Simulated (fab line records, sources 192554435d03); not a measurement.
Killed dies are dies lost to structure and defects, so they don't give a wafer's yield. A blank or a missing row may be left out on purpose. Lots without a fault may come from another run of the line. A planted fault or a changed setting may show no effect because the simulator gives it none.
Which tool did it? | flow n5_finfet | 9 lots, 26 wafers sampled, at 5 steps of a route of 1938

WHAT THE GAUGES READ, wafer by wafer
N5_BEOL_M1_INSPECT_30: inspects for defects (brightfield).
lot  | measured     | on                | raw_defect_count
L795 | day 6 03:40  | defect_inspect-01 | 290 319 357
L796 | day 6 08:01  | defect_inspect-01 | 402 411 536
L800 | day 7 10:03  | defect_inspect-02 | 444 487 460
L805 | day 8 14:23  | defect_inspect-02 | 548 457 592
L808 | day 9 12:39  | defect_inspect-01 | 710 416 589
L809 | day 9 16:49  | defect_inspect-01 | 440 383 577
L815 | day 11 07:53 | defect_inspect-02 | 437 410 343
L816 | day 11 14:19 | defect_inspect-02 | 437 485
L818 | day 12 02:47 | defect_inspect-02 | 404 364 413

N5_BEOL_M4_RC_MEAS_101.
lot  | measured     | on        | DIBL_N (mV/V)  | DIBL_P (mV/V)  | IOFF_N (nA/um) | IOFF_P (nA/um) | ION_N (uA/um) | ION_P (uA/um) | SS_N (mV/dec)  | SS_P (mV/dec)  | VT_N (mV)   | VT_P (mV)
L795 | day 7 22:33  | prober-02 | 33.8 35.2 33.9 | 32.6 34.7 32.7 | 0.12 0.15 0.13 | 0.15 0.20 0.16 | 655 672 659   | 446 457 447   | 71.0 71.0 70.7 | 72.9 73.3 71.9 | 253 248 253 | -257 -250 -255
L796 | day 8 08:12  | prober-01 | 37.0 34.9 37.0 | 37.2 34.1 35.9 | 0.18 0.14 0.17 | 0.21 0.16 0.19 | 689 662 683   | 466 451 453   | 71.7 70.4 71.9 | 73.5 72.6 73.4 | 244 251 248 | -254 -255 -254
L800 | day 9 10:14  | prober-01 | 38.5 34.7 36.1 | 38.5 34.7 35.5 | 0.21 0.14 0.15 | 0.26 0.20 0.20 | 694 681 679   | 476 468 469   | 72.0 71.0 71.7 | 73.7 72.8 73.1 | 242 250 250 | -245 -248 -249
L805 | day 10 20:40 | prober-01 | 36.4 38.2 37.4 | 35.0 36.7 35.6 | 0.18 0.20 0.20 | 0.20 0.22 0.21 | 679 675 672   | 454 452 452   | 71.9 72.8 71.6 | 72.7 73.5 73.1 | 246 248 246 | -252 -250 -252
L808 | day 11 07:36 | prober-02 | 38.1 38.4 34.5 | 37.8 38.9 34.7 | 0.17 0.19 0.12 | 0.20 0.23 0.16 | 675 684 672   | 452 464 462   | 72.2 72.9 71.4 | 73.4 74.0 73.6 | 251 248 252 | -251 -251 -255
L809 | day 11 12:56 | prober-01 | 35.1 37.4 35.0 | 35.0 38.1 35.1 | 0.14 0.18 0.14 | 0.20 0.25 0.21 | 675 676 684   | 470 462 471   | 71.0 71.0 71.4 | 72.8 73.8 72.9 | 250 248 249 | -250 -248 -249
L815 | day 13 18:14 | prober-01 | 35.3 34.3 34.7 | 37.2 35.6 36.1 | 0.15 0.13 0.14 | 0.20 0.18 0.19 | 679 677 675   | 467 464 465   | 70.5 71.4 71.3 | 73.8 73.4 73.8 | 250 251 250 | -252 -252 -250
L816 | day 13 21:04 | prober-02 | 33.1 36.2      | 32.2 36.9      | 0.11 0.17      | 0.17 0.22      | 649 664       | 458 463       | 70.5 72.0      | 72.9 72.4      | 253 251     | -252 -249
L818 | day 14 23:12 | prober-01 | 37.0 40.1 38.5 | 35.4 39.8 38.1 | 0.15 0.20 0.18 | 0.20 0.28 0.25 | 662 673 667   | 456 465 461   | 72.7 72.6 71.9 | 72.6 74.4 73.8 | 253 251 248 | -251 -245 -247

WHICH TOOL RAN EACH LOT (tool, then ch and the chambers of the sampled wafers, then the start)
lot  | N5_BEOL_M1_ETCH_77                 | N5_BEOL_M1_ETCH_69                 | N5_BEOL_M1_ALD_98
L795 | rie_diel-02 ch 1,2, day 6 03:44    | rie_diel-02 ch 1,2, day 6 03:44    | ald_sin-03 ch 2,3, day 6 04:01
L796 | rie_diel-06 ch 0,1,3, day 6 08:05  | rie_diel-06 ch 0,1,3, day 6 08:07  | ald_sin-03 ch 0,1,2, day 6 08:13
L800 | rie_diel-01 ch 1,2, day 7 10:07    | rie_diel-01 ch 1,2, day 7 10:08    | ald_sin-02 ch 0,1,3, day 7 10:56
L805 | rie_diel-01 ch 0,1,3, day 8 14:28  | rie_diel-01 ch 0,1,3, day 8 14:29  | ald_sin-02 ch 0,1,3, day 8 14:51
L808 | rie_diel-01 ch 0,3, day 9 12:43    | rie_diel-01 ch 0,3, day 9 12:44    | ald_sin-02 ch 2,3, day 9 12:49
L809 | rie_diel-01 ch 0,2,3, day 9 16:53  | rie_diel-01 ch 0,2,3, day 9 16:54  | ald_sin-02 ch 0,1,2, day 9 16:59
L815 | rie_diel-02 ch 1,2,3, day 11 07:58 | rie_diel-02 ch 1,2,3, day 11 07:58 | ald_sin-04 ch 0,2,3, day 11 08:04
L816 | rie_diel-06 ch 0,3, day 11 14:23   | rie_diel-06 ch 0,3, day 11 14:24   | ald_sin-03 ch 1,3, day 11 14:29
L818 | rie_diel-01 ch 1,3, day 12 02:52   | rie_diel-01 ch 1,3, day 12 02:53   | ald_sin-02 ch 0,3, day 12 02:58
- N5_BEOL_M1_ETCH_77: etches underlayer in N2/H2, target depth 6.5 nm, time 5.2 s.
- N5_BEOL_M1_ETCH_69: etches SiARC in CF4, target depth 15.6 nm, time 26 s.
- N5_BEOL_M1_ALD_98: deposits SiO2, target thk 2.5 nm, pulse time 1 s, co reactant pulse time 1 s.

WHAT THE TOOLS THEMSELVES READ (means of the sampled wafers that have a number; where no wafer has one, the mark that the record gives instead)
N5_BEOL_M1_ETCH_77.
lot  | tool        | bias_w (W) | chamber_pressure_mTorr (mTorr) | drypump_motor_current_A (A) | etch_rf_on_time_s (s) | oes_product_au (a.u.) | rf_vpp_V (V) | showerhead_plenum_p_Torr (Torr) | throttle_valve_pct (%)
L795 | rie_diel-02 | 149.7      | 29.97                          | 5.6                         | 5.20                  | 0.64                  | 524.3        | 2.58                            | 17.89
L796 | rie_diel-06 | 149.9      | 29.97                          | 5.6                         | 5.12                  | 0.66                  | 524.1        | 2.53                            | 17.77
L800 | rie_diel-01 | 150.4      | 30.03                          | 6.2                         | 5.26                  | 0.72                  | 522.9        | 2.50                            | 17.68
L805 | rie_diel-01 | 149.9      | 30.02                          | 5.9                         | 5.22                  | 0.71                  | 523.8        | 2.56                            | 17.71
L808 | rie_diel-01 | -          | -                              | -                           | -                     | -                     | -            | -                               | -
L809 | rie_diel-01 | -          | -                              | -                           | -                     | -                     | -            | -                               | -
L815 | rie_diel-02 | 149.9      | 30.01                          | 5.8                         | 5.34                  | 0.59                  | 521.0        | 2.51                            | 17.90
L816 | rie_diel-06 | 150.1      | 30.03                          | 5.7                         | 5.00                  | 0.76                  | 525.2        | 2.52                            | 17.62
L818 | rie_diel-01 | 150.2      | 30.00                          | 6.1                         | 5.26                  | 0.69                  | 526.1        | 2.58                            | 17.65

N5_BEOL_M1_ETCH_69.
lot  | tool        | bias_w (W) | cf4_flow_sccm (sccm) | drypump_motor_current_A (A) | etch_rf_on_time_s (s) | oes_product_au (a.u.) | rf_vpp_V (V) | showerhead_plenum_p_Torr (Torr) | throttle_valve_pct (%)
L795 | rie_diel-02 | 35.97      | 99.5                 | 5.6                         | 26.0                  | 0.65                  | 183.8        | 2.16                            | 15.56
L796 | rie_diel-06 | 36.00      | 100.2                | 5.7                         | 25.6                  | 0.66                  | 184.5        | 2.13                            | 15.52
L800 | rie_diel-01 | 36.12      | 99.9                 | 6.1                         | 26.1                  | 0.72                  | 183.7        | 2.12                            | 15.42
L805 | rie_diel-01 | 36.07      | 100.2                | 5.9                         | 26.2                  | 0.71                  | 184.7        | 2.18                            | 15.60
L808 | rie_diel-01 | 36.05      | 99.9                 | 5.5                         | 25.8                  | 0.69                  | 185.2        | 2.19                            | 15.75
L809 | rie_diel-01 | 35.94      | 100.0                | 5.6                         | 25.6                  | 0.67                  | 185.0        | 2.18                            | 15.62
L815 | rie_diel-02 | 35.97      | 100.1                | 5.8                         | 26.5                  | 0.59                  | 183.9        | 2.11                            | 15.63
L816 | rie_diel-06 | 35.98      | 100.0                | 5.7                         | 25.4                  | 0.76                  | 183.8        | 2.13                            | 15.35
L818 | rie_diel-01 | 36.16      | 100.2                | 6.1                         | 26.3                  | 0.69                  | 184.7        | 2.19                            | 15.55

N5_BEOL_M1_ALD_98.
lot  | tool       | heater_power_w (W) | precursor_pulse_height_rel
L795 | ald_sin-03 | 81                 | 0.999
L796 | ald_sin-03 | 82                 | 1.013
L800 | ald_sin-02 | 77                 | 0.997
L805 | ald_sin-02 | 76                 | 1.012
L808 | ald_sin-02 | 82                 | 1.011
L809 | ald_sin-02 | 73                 | 0.988
L815 | ald_sin-04 | 85                 | 1.010
L816 | ald_sin-03 | 86                 | 1.006
L818 | ald_sin-02 | 82                 | 0.996

THE ANSWER, worked out from the rows above alone
Rule: what is usual is taken from the lots themselves. Put in order of their means at a reading, lots are off if they are a third of the lots or fewer, leave a main group of 4 or more, and stand apart from it by a gap of 3 or more times the standard deviation of the main group's means; of several such gaps the widest counts. A main group whose means are all the same, to the digits that the tables above print for the reading, isn't used. A lot without any number at a reading at which 4 lots or more have one is off too. The other lots that the step has rows for count as sound. The gauges are gone through in route order, then the tools' own readings, and for those a lot's mean is taken as printed above. The first step at which some lot is off is used, and at that step the reading that is off furthest; a lot without a number counts as furthest.
Off: L808, L809, at N5_BEOL_M1_ETCH_77 (bias_w). Without a number there: L808, L809. The main group: mean 150.0 W, standard deviation 0.22.
A tool fits if, at that step or a process step before it, it ran every lot that is off, and no sound lot after the first of them. None of those tried fits.

WHAT THE SIMULATOR HAD PUT IN
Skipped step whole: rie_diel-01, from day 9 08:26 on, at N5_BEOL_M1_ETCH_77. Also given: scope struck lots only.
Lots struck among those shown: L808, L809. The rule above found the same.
